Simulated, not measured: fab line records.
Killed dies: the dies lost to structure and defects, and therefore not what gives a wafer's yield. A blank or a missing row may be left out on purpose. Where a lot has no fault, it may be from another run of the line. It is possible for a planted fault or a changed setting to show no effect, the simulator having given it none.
Matching of chambers | flow nand harc | rie diel-09 running NHARC_A_CONTACT_ETCH_110: 4 sister chambers
The step etches the open film in CF4/O2, target depth 60 nm, overetch 6 nm, time 33 s. 39 wafers are shown with their chamber, then 12 later ones without.

## WAFERS PAIRED WITH THEIR CHAMBERS
wafer  | chamber | drypump motor current A (A) | showerhead plenum p Torr (Torr) | rf vpp V (V)
L074.1 | 3       | 6.2                         | 1.25                            | 196.2
L074.2 | 2       | 5.6                         | 1.24                            | 196.0
L074.5 | 0       | 5.3                         | 1.41                            | 199.4
L075.2 | 0       | 5.3                         | 1.41                            | 200.2
L075.3 | 3       | 6.2                         | 1.25                            | 196.2
L075.5 | 2       | 5.6                         | 1.24                            | 197.4
L076.3 | 1       | 5.7                         | 1.24                            | 196.0
L076.5 | 0       | 5.3                         | 1.41                            | 198.3
L076.6 | 1       | 5.7                         | 1.24                            | 195.2
L077.3 | 3       | 6.2                         | 1.25                            | 195.9
L077.4 | 0       | 5.3                         | 1.41                            | 198.1
L077.5 | 2       | 5.6                         | 1.24                            | 195.3
L079.1 | 3       | 6.2                         | 1.25                            | 195.9
L079.4 | 0       | 5.3                         | 1.41                            | 198.9
L079.6 | 3       | 6.2                         | 1.25                            | 194.6
L081.1 | 1       | 5.6                         | 1.23                            | 196.4
L081.2 | 3       | 6.2                         | 1.25                            | 196.1
L081.3 | 0       | 5.3                         | 1.41                            | 199.6
L080.2 | 3       | 6.2                         | 1.25                            | 196.9
L080.4 | 0       | 5.3                         | 1.41                            | 199.1
L080.6 | 0       | 5.3                         | 1.41                            | 199.6
L083.3 | 1       | 5.7                         | 1.23                            | 197.0
L083.4 | 3       | 6.2                         | 1.25                            | 194.9
L083.5 | 2       | 5.6                         | 1.24                            | 196.5
L084.2 | 0       | 5.3                         | 1.40                            | 198.4
L084.5 | 1       | 5.7                         | 1.23                            | 196.8
L084.6 | 0       | 5.3                         | 1.40                            | 198.8
L089.1 | 1       | 5.7                         | 1.23                            | 197.5
L089.2 | 0       | 5.3                         | 1.40                            | 199.1
L089.3 | 3       | 6.2                         | 1.25                            | 196.4
L088.2 | 1       | 5.7                         | 1.23                            | 195.6
L088.5 | 3       | 6.2                         | 1.25                            | 194.4
L088.6 | 2       | 5.6                         | 1.24                            | 196.8
L092.1 | 3       | 6.2                         | 1.25                            | 195.8
L092.5 | 3       | 6.2                         | 1.25                            | 195.2
L092.6 | 0       | 5.3                         | 1.40                            | 199.2
L091.2 | 3       | 6.2                         | 1.25                            | 194.9
L091.4 | 1       | 5.7                         | 1.44                            | 200.6
L091.5 | 1       | 5.6                         | 1.45                            | 198.9

SIGNATURES, as means of the wafers listed above
reading                  | chamber 0 | chamber 1 | chamber 2 | chamber 3 | scatter within a chamber
drypump motor current A  | 5.300     | 5.678     | 5.600     | 6.200     | 0.0211
showerhead plenum p Torr | 1.4067    | 1.2800    | 1.2400    | 1.2500    | 0.0449
rf vpp V                 | 199.058   | 197.111   | 196.400   | 195.646   | 1.03
Rule: for each reading, subtract the chamber's mean from the wafer's reading, divide by that reading's scatter and square the result; add these up over the readings and take the root, which gives the wafer's distance from the chamber. The wafer belongs to the nearest chamber; if the next one is less than 2 further off, it can't be placed. The scatter is the square root of a quotient: the sum, over the shown wafers, of each reading's squared deviation from its chamber's mean, divided by wafers minus chambers.

## WAFERS WITH NO CHAMBER GIVEN
wafer  | drypump motor current A (A) | showerhead plenum p Torr (Torr) | rf vpp V (V)
L093.1 | 6.2                         | 1.24                            | 196.2
L093.2 | 5.6                         | 1.24                            | 196.2
L093.5 | 6.2                         | 1.24                            | 195.0
L095.1 | 5.3                         | 1.40                            | 198.4
L095.2 | 6.2                         | 1.24                            | 196.8
L095.5 | 6.2                         | 1.24                            | 196.5
L094.1 | 5.6                         | 1.44                            | 200.2
L094.2 | 6.2                         | 1.24                            | 192.9
L094.5 | 6.2                         | 1.24                            | 196.0
L096.3 | 5.6                         | 1.24                            | 197.2
L096.5 | 6.2                         | 1.24                            | 194.8
L096.6 | 5.3                         | 1.40                            | 199.5

## EACH ONE'S CHAMBER
wafer  | from the rows above     | in truth
L093.1 | 3                       | 3
L093.2 | 2                       | 2
L093.5 | 3                       | 3
L095.1 | 0                       | 0
L095.2 | 3                       | 3
L095.5 | 3                       | 3
L094.1 | can't be placed: 2 or 1 | 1
L094.2 | 3                       | 3
L094.5 | 3                       | 3
L096.3 | 2                       | 2
L096.5 | 3                       | 3
L096.6 | 0                       | 0
Placed correctly: 11 of 12. Can't be placed from these rows: 1 (the true chamber is among the candidates in 1). Wrongly placed: 0.
